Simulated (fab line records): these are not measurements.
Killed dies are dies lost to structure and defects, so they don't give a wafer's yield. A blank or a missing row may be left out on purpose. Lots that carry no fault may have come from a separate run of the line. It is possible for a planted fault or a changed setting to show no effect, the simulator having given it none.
fab line records | flow n5_finfet | part 1 of 2: steps 1 to 24 of 36
[record] lots = 5 wafers = 15 last_day = 19
route steps=1938 shown BEOL_M9@1448 BEOL_M10@1470
lots untouched by any fault: they come from a run of this same line in which no faults occurred
start_h: the number of hours between the record's first day and the start of the first shown wafer of the lot | wait_h: hours from the lot's prior step to this one | " the same as in the row above | L1.1+2: one row covering several wafers at once | - value missing, or start not given | * or withheld: withheld | < > ~ a bound
route shown NAME@n: names a module that has steps shown in the file, with the first one's number in the route | usual: mean/standard deviation of fault-free wafers | same: alike in all rows | chamber/n: place in a boat | sites: the reading at each site | _std_site: standard deviation across them | _edge_site: mean of outer sites minus mean of inner sites | radius_mm: for every site, how far away it sits from the centre of the wafer | mask NAME#n: copy n | behind: tool/chamber where the wafer was last shaped | hold: why the lot went on hold/how many hours it stayed there/how the hold came to an end | device: which transistor (n, p or np) failed to switch | end of line: at the end of the route, the tests of the same wafers | a step given without rows: its recipe and nothing more | killed: the dies lost at the first sort to structure and to defects; this is not the yield of the wafer | map: dies across one wafer; x = killed, . = not, _ = none there
set.NAME: the setting that was run; set.NAME@STEP: the one run at that earlier step | model.NAME: the simulator's own value behind a step, which no gauge read
lots seen at some steps along the route; tables by step, rows by wafer
services: a tool's chamber out of use, with start hour (start_h, from the record's first day; less than 0 if before it), hours out, and reason
[[steps]]
[step N5_BEOL_M9_STRIP_80]
[recipe] chemistry = N2/H2 time_s = 10 power_w = 450 temp_c = 40 pressure_mtorr = 20 rf_frequency_hz = 6e+07 bias_power_w = 7 n2_flow_sccm = 200 h2_flow_sccm = 200
[usual] drypump_motor_current_A = 5.6/0.36 n2_flow_sccm = 200.1/0.6 oes_product_au = 0.81/0.11 rf_vpp_V = 59.1/0.95 showerhead_plenum_p_Torr = 2.53/0.099 throttle_valve_pct = 23.66/0.26
// columns lot.wafer tool chamber start_h wait_h drypump_motor_current_A n2_flow_sccm oes_product_au rf_hours_counter_h rf_vpp_V showerhead_plenum_p_Torr throttle_valve_pct
L074.2 rie_diel-02 0 - - 5.5 200.4 0.94 17 58.6 2.58 23.49
L074.3 " 1 " " 6.0 200.5 0.70 200 58.6 2.42 23.50
L074.5 " 1 " " 6.0 200.0 0.71 - 59.3 2.42 23.47
L077.1 rie_diel-06 1 - - 5.7 199.7 0.71 226 58.7 2.39 23.36
L077.2 " 2 " " 5.2 200.9 0.69 237 58.4 2.62 23.78
L077.3 " 3 " " 5.4 200.7 0.72 199 58.4 2.42 23.92
L090.1 rie_diel-04 0 - - 5.8 201.6 0.85 74 58.7 2.48 23.53
L090.3 " 1 " " 6.3 200.0 0.91 28 60.6 2.71 23.77
L090.5 " 3 " " 5.6 201.0 0.93 - 59.1 2.49 23.55
L092.3 rie_diel-02 2 - - 5.5 200.5 0.93 16 58.6 2.49 23.28
L092.5 " 2 " " 5.5 201.0 0.94 - 58.3 2.49 23.29
L092.6 " 1 " " 6.1 200.0 0.68 - 59.9 2.41 23.51
L094.2 rie_diel-06 0 - - 5.0 200.5 0.80 87 58.1 2.46 23.48
L094.5 " 0 " " 5.0 200.1 0.79 - 59.3 2.46 23.49
L094.6 " 3 " " 5.3 199.6 0.68 - 56.9 2.40 23.97
[step N5_BEOL_M9_OCD_MEAS_38]
[usual] trench_depth_nm = 151/3.9
// columns lot.wafer tool chamber start_h wait_h trench_depth_nm
L074.2 ocd-01 - 236.27 - 154
L074.3 " - " " 145
L074.5 " - " " 146
L077.1 ocd-02 - 288.04 - 155
L077.2 " - " " 152
L077.3 " - " " 152
L090.1 ocd-02 - 364.33 - 150
L090.3 " - " " 155
L090.5 " - " " 153
L092.3 ocd-02 - 383.94 - 152
L092.5 " - " " 151
L092.6 " - " " 144
L094.2 ocd-02 - 387.89 - 149
L094.5 " - " " 149
L094.6 " - " " 150
[step N5_BEOL_M9_HM_STRIP_39]
[recipe] chemistry = peroxide_tin_strip material = TiN target_depth_a = 250 temp_c = 50 time_s = 158
[usual] bath_guard_temp_C = 50.2/0.6
// columns lot.wafer tool chamber start_h wait_h bath_guard_temp_C
L074.2 wet_bench-04 3 236.30 0.0 50.1
L074.3 " 2 " " 49.1
L074.5 " 6 " " 50.5
L077.1 wet_bench-06 0 288.07 0.0 48.6
L077.2 " 5 " " 50.3
L077.3 " 6 " " 51.1
L090.1 wet_bench-02 4 364.37 0.0 50.1
L090.3 " 3 " " 49.6
L090.5 " 1 " " 50.1
L092.3 wet_bench-06 6 383.97 0.0 51.1
L092.5 " 5 " " 50.9
L092.6 " 2 " " 51.0
L094.2 wet_bench-06 5 387.92 0.0 50.6
L094.5 " 7 " " 50.0
L094.6 " 6 " " 50.9
[step N5_BEOL_M9_SRD_40]
[recipe] time_s = 30 temp_c = 23 rinse_liquid = diw dry = ipa_marangoni
// columns lot.wafer tool chamber start_h wait_h
L074.2+3+5 wet_bench-04 3,2,6 236.35 0.0
L077.1+2+3 wet_bench-06 0,5,6 288.12 0.0
L090.1+3+5 wet_bench-02 4,3,1 364.41 0.0
L092.3+5+6 wet_bench-06 6,5,2 384.01 0.0
L094.2+5+6 wet_bench-06 5,7,6 387.96 0.0
[step N5_BEOL_M9_PRECLEAN_42]
[recipe] chemistry = residue_remover time_s = 60 temp_c = 40
[usual] bath_guard_temp_C = 40.2/0.59
// columns lot.wafer tool chamber start_h wait_h bath_guard_temp_C
L074.2 wet_bench-04 3 236.36 0.0 40.0
L074.3 " 2 " " 39.7
L074.5 " 6 " " 40.1
L077.1 wet_bench-06 0 288.14 0.0 38.7
L077.2 " 5 " " 40.8
L077.3 " 6 " " 41.0
L090.1 wet_bench-02 4 364.43 0.0 40.2
L090.3 " 3 " " 39.6
L090.5 " 1 " " 40.1
L092.3 wet_bench-06 6 384.03 0.0 41.0
L092.5 " 5 " " 41.0
L092.6 " 2 " " 41.4
L094.2 wet_bench-06 5 387.98 0.0 40.9
L094.5 " 7 " " 40.4
L094.6 " 6 " " 40.9
[step N5_BEOL_M9_SRD_43]
[recipe] time_s = 30 temp_c = 23 rinse_liquid = diw dry = ipa_marangoni
// columns lot.wafer tool chamber start_h wait_h
L074.2+3+5 wet_bench-04 3,2,6 236.38 0.0
L077.1+2+3 wet_bench-06 0,5,6 288.16 0.0
L090.1+3+5 wet_bench-02 4,3,1 364.45 0.0
L092.3+5+6 wet_bench-06 6,5,2 384.05 0.0
L094.2+5+6 wet_bench-06 5,7,6 388.00 0.0
[step N5_BEOL_M9_CD_MEAS_35]
[recipe] target_cd_nm = 70 target_cd_y_nm = 40 polarity = opening
[usual] cd_nm = 70.2/0.63
// columns lot.wafer tool chamber start_h wait_h cd_nm
L074.2 cd_sem-02 - 236.42 0.0 70.2
L074.3 " - " " 70.2
L074.5 " - " " 70.7
L077.1 cd_sem-03 - 288.20 0.0 69.8
L077.2 " - " " 70.2
L077.3 " - " " 69.6
L090.1 cd_sem-01 - 364.49 0.0 70.5
L090.3 " - " " 70.0
L090.5 " - " " 71.0
L092.3 cd_sem-02 - 384.09 0.0 70.4
L092.5 " - " " 70.3
L092.6 " - " " 69.0
L094.2 cd_sem-01 - 388.04 0.0 70.3
L094.5 " - " " 69.8
L094.6 " - " " 69.6
[step N5_BEOL_M9_CURE_72]
[recipe] temp_c = 370 time_s = 120 ambient = DMADMS/He material = SiCOH_lowk
[usual] lamp_power_pct = 52.31/0.054 wafer_temp_C_max = 371.6/0.6
// columns lot.wafer tool chamber start_h wait_h lamp_power_pct wafer_temp_C_max
L074.2 uv_cure-02 1 236.51 0.1 52.45 371.0
L074.3 " 1 " " 52.34 371.0
L074.5 " 1 " " 52.37 371.6
L077.1 uv_cure-01 1 288.24 0.0 52.32 370.6
L077.2 " 1 " " 52.33 370.9
L077.3 " 1 " " 52.29 370.9
L090.1 uv_cure-02 0 364.53 0.0 52.24 370.8
L090.3 " 0 " " 52.28 371.3
L090.5 " 0 " " 52.45 371.8
L092.3 uv_cure-01 1 384.23 0.1 52.28 370.6
L092.5 " 1 " " 52.34 370.9
L092.6 " 1 " " 52.25 371.3
L094.2 uv_cure-01 0 388.13 0.1 52.39 372.1
L094.5 " 0 " " 52.36 372.2
L094.6 " 0 " " 52.28 372.2
[step N5_BEOL_M9_DEGAS_44]
[recipe] ambient = vacuum temp_c = 250 time_s = 60
[usual] heater_power_w = 323/24
// columns lot.wafer tool chamber start_h wait_h heater_power_w
L074.2 pvd_sputter-02 - 237.15 0.6 326
L074.3 " - " " 292
L074.5 " - " " 295
L077.1 pvd_sputter-02 - 288.56 0.3 316
L077.2 " - " " 291
L077.3 " - " " 319
L090.1 pvd_sputter-03 - 365.37 0.8 374
L090.3 " - " " 295
L090.5 " - " " 285
L092.3 pvd_sputter-01 - 384.66 0.4 327
L092.5 " - " " 361
L092.6 " - " " 326
L094.2 pvd_sputter-03 - 388.56 0.4 374
L094.5 " - " " 309
L094.6 " - " " 375
[step N5_BEOL_M9_PRE_CLEAN_45]
[recipe] gas = H2/He time_s = 30 temp_c = 250
[usual] heater_power_w = 323/25
// columns lot.wafer tool chamber start_h wait_h heater_power_w
L074.2 pvd_sputter-02 - 237.19 0.0 323
L074.3 " - " " 292
L074.5 " - " " 296
L077.1 pvd_sputter-02 - 288.60 0.0 319
L077.2 " - " " 293
L077.3 " - " " 318
L090.1 pvd_sputter-03 - 365.41 0.0 368
L090.3 " - " " 289
L090.5 " - " " 289
L092.3 pvd_sputter-01 - 384.70 0.0 328
L092.5 " - " " 362
L092.6 " - " " 327
L094.2 pvd_sputter-03 - 388.60 0.0 376
L094.5 " - " " 314
L094.6 " - " " 380
[step N5_BEOL_M9_ALD_74]
[recipe] material = TaN target_thk_a = 20 temp_c = 275 ald_precursor_family = PDMAT ald_co_reactant = NH3 pressure_torr = 3 carrier_flow_sccm = 1500 pulse_time_s = 2 purge_time_s = 3 co_reactant_purge_time_s = 2 co_reactant_pulse_time_s = 3 ald_cycles = 40 precursor_vessel_temp_c = 75 precursor_vessel_pressure_torr = 26.25 precursor_vessel_carrier_sccm = 1000
[usual] heater_power_outer_w = 219/30 heater_power_w = 401/45 precursor_vessel_pressure_torr = 26.25/0.049
// columns lot.wafer tool chamber start_h wait_h heater_power_outer_w heater_power_w precursor_vessel_pressure_torr
L074.2 ald_metal-04 1 237.27 0.1 214 364 26.18
L074.3 " 3 " " 187 346 26.27
L074.5 " 3 " " 184 349 26.18
L077.1 ald_metal-04 3 288.67 0.0 190 362 26.24
L077.2 " 2 " " 256 415 26.21
L077.3 " 0 " " 269 481 26.28
L090.1 ald_metal-03 0 365.48 0.0 201 379 26.24
L090.3 " 1 " " 231 402 26.26
L090.5 " 3 " " 169 342 26.27
L092.3 ald_metal-03 1 384.77 0.1 229 404 26.19
L092.5 " 3 " " 168 334 26.17
L092.6 " 0 " " 196 379 26.33
L094.2 ald_metal-03 3 388.66 0.0 171 333 26.29
L094.5 " 3 " " 169 341 26.24
L094.6 " 0 " " 200 384 26.25
[step N5_BEOL_M9_SURFACE_TREAT_79]
[recipe] gas = Ar time_s = * ion_energy_ev = * ion_current_ma_cm2 = 0.5 pressure_mtorr = * ar_flow_sccm = 30
[usual] throttle_valve_pct = *
// columns lot.wafer tool chamber start_h wait_h throttle_valve_pct
L074.2 pvd_sputter-02 - 237.55 0.2 *
L074.3 " - " " *
L074.5 " - " " *
L077.1 pvd_sputter-03 - 288.99 0.2 *
L077.2 " - " " *
L077.3 " - " " *
L090.1 pvd_sputter-03 - 365.87 0.3 *
L090.3 " - " " *
L090.5 " - " " *
L092.3 pvd_sputter-01 - 385.08 0.2 *
L092.5 " - " " *
L092.6 " - " " *
L094.2 pvd_sputter-02 - 388.98 0.2 *
L094.5 " - " " *
L094.6 " - " " *
[step N5_BEOL_M9_CVD_78]
[recipe] material = Co target_thk_a = 20 temp_c = withheld precursor = CCTBA/H2 pressure_torr = 30 time_s = 138.9
// columns lot.wafer tool chamber start_h wait_h
L074.2+3+5 cvd_co-02 2,0,1 237.63 0.1
L077.1+2+3 cvd_co-01 1,2,0 289.28 0.3
L090.1+3+5 cvd_co-02 0,2,0 365.93 0.0
L092.3+5+6 cvd_co-01 0,2,1 385.14 0.0
L094.2+5+6 cvd_co-02 1 389.08 0.1
[step N5_BEOL_M9_SPUTTER_48]
[recipe] material = Cu target_thk_a = 120 temp_c = -20 bias_v = 60 power_w = 26000 chamber_pressure_pa = 0.13 time_s = 2
[usual] cathode_dc_power_W = 26000/4.5 chamber_pressure_pa = 0.13001/0.00026 throttle_valve_pct = 30.3/0.71
// columns lot.wafer tool chamber start_h wait_h cathode_dc_power_W chamber_pressure_pa throttle_valve_pct
L074.2 pvd_sputter-02 - 237.75 0.1 25999 0.13003 31.1
L074.3 " - " " 26006 0.12975 30.6
L074.5 " - " " 25994 0.13022 30.9
L077.1 pvd_sputter-01 - 290.55 1.2 26002 0.13038 29.1
L077.2 " - " " 26002 0.1299 29.6
L077.3 " - " " 25990 0.13012 31.1
L090.1 pvd_sputter-03 - 366.09 0.1 25998 0.13054 29.7
L090.3 " - " " 25998 0.12983 29.6
L090.5 " - " " 26006 0.12983 30.3
L092.3 pvd_sputter-01 - 385.34 0.2 25997 0.12993 30.7
L092.5 " - " " 25998 0.13039 30.8
L092.6 " - " " 25995 0.12973 31.1
L094.2 pvd_sputter-01 - 389.34 0.2 25994 0.13003 30.9
L094.5 " - " " 26008 0.13034 31.0
L094.6 " - " " 26001 0.13008 31.2
[step N5_BEOL_M9_ECD_50]
[recipe] material = Cu target_thk_a = 3180
// columns lot.wafer tool chamber start_h wait_h
L074.2+3+5 ecd_cu-02 1,0,0 237.86 0.1
L077.1+2+3 ecd_cu-02 1,0,0 290.67 0.1
L090.1+3+5 ecd_cu-01 1,0,1 366.21 0.1
L092.3+5+6 ecd_cu-01 1,0,1 385.48 0.1
L094.2+5+6 ecd_cu-01 0,0,1 389.45 0.1
[step N5_BEOL_M9_ANNEAL_51]
[recipe] temp_c = 225 time_s = 90 ambient = N2
[usual] wafer_temp_C_max = 226.1/0.32
// columns lot.wafer tool chamber start_h wait_h wafer_temp_C_max
L074.2 rtp_anneal-02 0 238.02 0.1 226.0
L074.3 " 0 " " 225.4
L074.5 " 0 " " 225.9
L077.1 rtp_anneal-01 0 290.78 0.1 226.5
L077.2 " 0 " " 226.6
L077.3 " 0 " " 226.1
L090.1 rtp_anneal-01 0 366.32 0.1 225.6
L090.3 " 0 " " 226.4
L090.5 " 0 " " 226.5
L092.3 rtp_anneal-02 0 385.65 0.1 226.0
L092.5 " 0 " " 226.4
L092.6 " 0 " " 226.0
L094.2 rtp_anneal-02 0 390.02 0.5 225.6
L094.5 " 0 " " 226.2
L094.6 " 0 " " 226.2
[step N5_BEOL_M9_CMP_52]
[recipe] stop_on = SiCOH_lowk t_overpolish_s = 7 down_force_psi = 1 platen_rpm = 50 clearing_platen_down_force_psi = 1.5 clearing_platen_rpm = 50 post_cmp_clean = cu_alkaline target_thk_nm = 140 clearing_platen_pad_velocity_m_s = 0.99484 pad_velocity_m_s = 0.99484
[usual] barrier_field_endpoint_s = 28.9/0.91 motor_current_A = 6.1/0.45 overpolish_run_s = 7.000/0.009 time_to_endpoint_s = 65/4
// columns lot.wafer tool chamber start_h wait_h barrier_field_endpoint_s motor_current_A overpolish_run_s time_to_endpoint_s
L074.3 cmp-04 0 238.27 0.2 28.6 5.6 7.004 64
L074.2 " 1 " " 29.2 6.3 7.015 68
L074.5 " 1 " " 29.5 6.2 7.006 66
L077.3 cmp-02 3 291.13 0.2 28.7 6.4 6.997 65
L077.2 " 0 " " 28.6 5.7 6.998 63
L077.1 " 1 " " 27.9 6.0 7.011 60
L090.1 cmp-04 2 366.83 0.5 28.9 5.5 7.003 69
L090.3 " 1 " " 30.3 6.1 7.002 71
L090.5 " 3 " " 29.4 6.5 7.002 64
L092.3 cmp-02 2 386.06 0.4 29.4 6.8 7.007 69
L092.5 " 3 " " 28.7 6.2 6.995 66
L092.6 " 0 " " 28.5 5.8 7.008 66
L094.2 cmp-02 0 390.31 0.2 28.0 5.8 6.990 64
L094.5 " 3 " " 28.4 6.6 6.998 62
L094.6 " 0 " " 28.3 5.8 6.999 61
[step N5_BEOL_M9_THK_MEAS_53]
[recipe] thk_meas_gauge = xrf reads = Cu_of_BEOL_M9_ECD_50
[usual] M9_THK = 141/4.5
// columns lot.wafer tool chamber start_h wait_h M9_THK[nm]
L074.2 film_metro-01 - 238.57 - 146
L074.3 " - " " 135
L074.5 " - " " 137
L077.1 film_metro-02 - 291.39 - 145
L077.2 " - " " 144
L077.3 " - " " 144
L090.1 film_metro-01 - 367.12 - 142
L090.3 " - " " 145
L090.5 " - " " 140
L092.3 film_metro-01 - 386.24 - 141
L092.5 " - " " 139
L092.6 " - " " 132
L094.2 film_metro-01 - 390.57 - 138
L094.5 " - " " 138
L094.6 " - " " 141
[step N5_BEOL_M9_PRE_CLEAN_55]
[recipe] gas = NH3 time_s = 15 temp_c = withheld rf_power_w = 300
// columns lot.wafer tool chamber start_h wait_h
L074.2+3+5 pecvd-01 2,0,1 238.60 0.0
L077.1+2+3 pecvd-01 2,0,1 291.42 0.0
L090.1+3+5 pecvd-03 1,0,1 367.16 0.0
L092.3+5+6 pecvd-03 0,2,0 386.28 0.0
L094.2+5+6 pecvd-03 2,0,1 390.61 0.0
[step N5_BEOL_M9_DEP_56]
[recipe] material = SiCN target_thk_a = 150 temp_c = withheld precursor = 3MS/NH3 pressure_torr = 3 rf_w = 202 time_s = 26.5
[usual] showerhead_plenum_p_Torr = 3.665/0.011 throttle_valve_pct = 9.0/0.55
// columns lot.wafer tool chamber start_h wait_h showerhead_plenum_p_Torr throttle_valve_pct
L074.2 pecvd-01 2 238.63 0.0 3.660 8.9
L074.3 " 0 " " 3.664 9.1
L074.5 " 1 " " 3.666 8.4
L077.1 pecvd-01 2 291.45 0.0 3.664 8.7
L077.2 " 0 " " 3.656 9.0
L077.3 " 1 " " 3.660 8.3
L090.1 pecvd-03 1 367.18 0.0 3.672 9.1
L090.3 " 0 " " 3.656 9.2
L090.5 " 1 " " 3.662 8.9
L092.3 pecvd-03 0 386.30 0.0 3.650 9.4
L092.5 " 2 " " 3.676 8.5
L092.6 " 0 " " 3.656 9.2
L094.2 pecvd-03 2 390.63 0.0 3.672 8.6
L094.5 " 0 " " 3.654 9.3
L094.6 " 1 " " 3.673 9.2
[step N5_BEOL_M9_RS_MEAS_57]
[recipe] thk_meas_gauge = four-point-probe reads = Cu_of_BEOL_M9_ECD_50+Co_of_BEOL_M9_CVD_78+TaN_of_BEOL_M9_ALD_74
[usual] M9_RS = 0.152/0.0051
// columns lot.wafer tool chamber start_h wait_h M9_RS[ohm/sq]
L074.2 film_metro-02 - 238.70 0.1 0.146
L074.3 " - " " 0.159
L074.5 " - " " 0.157
L077.1 film_metro-02 - 291.52 0.1 0.150
L077.2 " - " " 0.149
L077.3 " - " " 0.151
L090.1 film_metro-01 - 367.26 0.1 0.149
L090.3 " - " " 0.145
L090.5 " - " " 0.149
L092.3 film_metro-02 - 386.38 0.1 0.151
L092.5 " - " " 0.153
L092.6 " - " " 0.161
L094.2 film_metro-01 - 390.71 0.1 0.157
L094.5 " - " " 0.157
L094.6 " - " " 0.153
[step N5_BEOL_M9_INSPECT_58]
[recipe] inspect_instrument = darkfield mode = post_dep
[usual] raw_defect_count = 71/25
// columns lot.wafer tool chamber start_h wait_h raw_defect_count
L074.2 defect_inspect-02 - 238.73 0.0 95
L074.3 " - " " 107
L074.5 " - " " 72
L077.1 defect_inspect-02 - 291.55 0.0 44
L077.2 " - " " 71
L077.3 " - " " 63
L090.1 defect_inspect-02 - 367.28 0.0 93
L090.3 " - " " 51
L090.5 " - " " 100
L092.3 defect_inspect-02 - 386.41 0.0 68
L092.5 " - " " 59
L092.6 " - " " 85
L094.2 defect_inspect-02 - 390.73 0.0 32
L094.5 " - " " 35
L094.6 " - " " 53
[step N5_BEOL_M10_ILD_DEP_00]
[recipe] material = SiCOH_lowk target_thk_a = 3085.1 temp_c = 300 precursor = DEMS/porogen pressure_torr = 5 rf_w = 500 time_s = 58
[usual] heater_power_outer_w = 156/28 heater_power_w = 333/43 showerhead_plenum_p_Torr = 5.743/0.019 throttle_valve_pct = 14.1/0.73
// columns lot.wafer tool chamber start_h wait_h heater_power_outer_w heater_power_w showerhead_plenum_p_Torr throttle_valve_pct
L074.2 pecvd-02 0 238.76 0.0 139 317 5.705 13.5
L074.3 " 1 " " 133 301 5.760 15.2
L074.5 " 1 " " 141 311 5.765 15.2
L077.1 pecvd-02 1 291.59 0.0 146 328 5.762 15.0
L077.2 " 2 " " 161 351 5.757 13.6
L077.3 " 0 " " 103 274 5.720 14.0
L090.1 pecvd-04 2 367.32 0.0 103 265 5.768 13.7
L090.3 " 0 " " 203 407 5.708 13.9
L090.5 " 2 " " 112 282 5.752 13.9
L092.3 pecvd-04 0 386.44 0.0 173 361 5.731 14.2
L092.5 " 0 " " 182 387 5.731 14.2
L092.6 " 1 " " 220 428 5.750 15.7
L094.2 pecvd-03 1 390.77 0.0 124 297 5.757 14.2
L094.5 " 1 " " 131 301 5.751 14.0
L094.6 " 0 " " 128 295 5.729 14.2
[step N5_BEOL_M10_CURE_71]
[recipe] temp_c = 385 time_s = 240 ambient = He/Ar material = SiCOH_lowk
[usual] lamp_power_pct = 52.31/0.06 wafer_temp_C_max = 386.8/0.59
// columns lot.wafer tool chamber start_h wait_h lamp_power_pct wafer_temp_C_max
L074.2 uv_cure-02 2 238.92 0.1 52.23 387.2
L074.3 " 2 " " 52.28 387.3
L074.5 " 2 " " 52.38 387.5
L077.1 uv_cure-02 2 291.66 0.0 52.26 386.8
L077.2 " 2 " " 52.24 387.8
L077.3 " 2 " " 52.31 387.4
L090.1 uv_cure-02 1 367.40 0.0 52.24 386.3
L090.3 " 1 " " 52.37 386.4
L090.5 " 1 " " 52.26 385.9
L092.3 uv_cure-02 1 386.68 0.2 52.33 386.4
L092.5 " 1 " " 52.27 386.3
L092.6 " 1 " " 52.31 386.3
L094.2 uv_cure-01 0 390.93 0.1 52.40 388.0
L094.5 " 0 " " 52.25 387.9
L094.6 " 0 " " 52.22 387.1
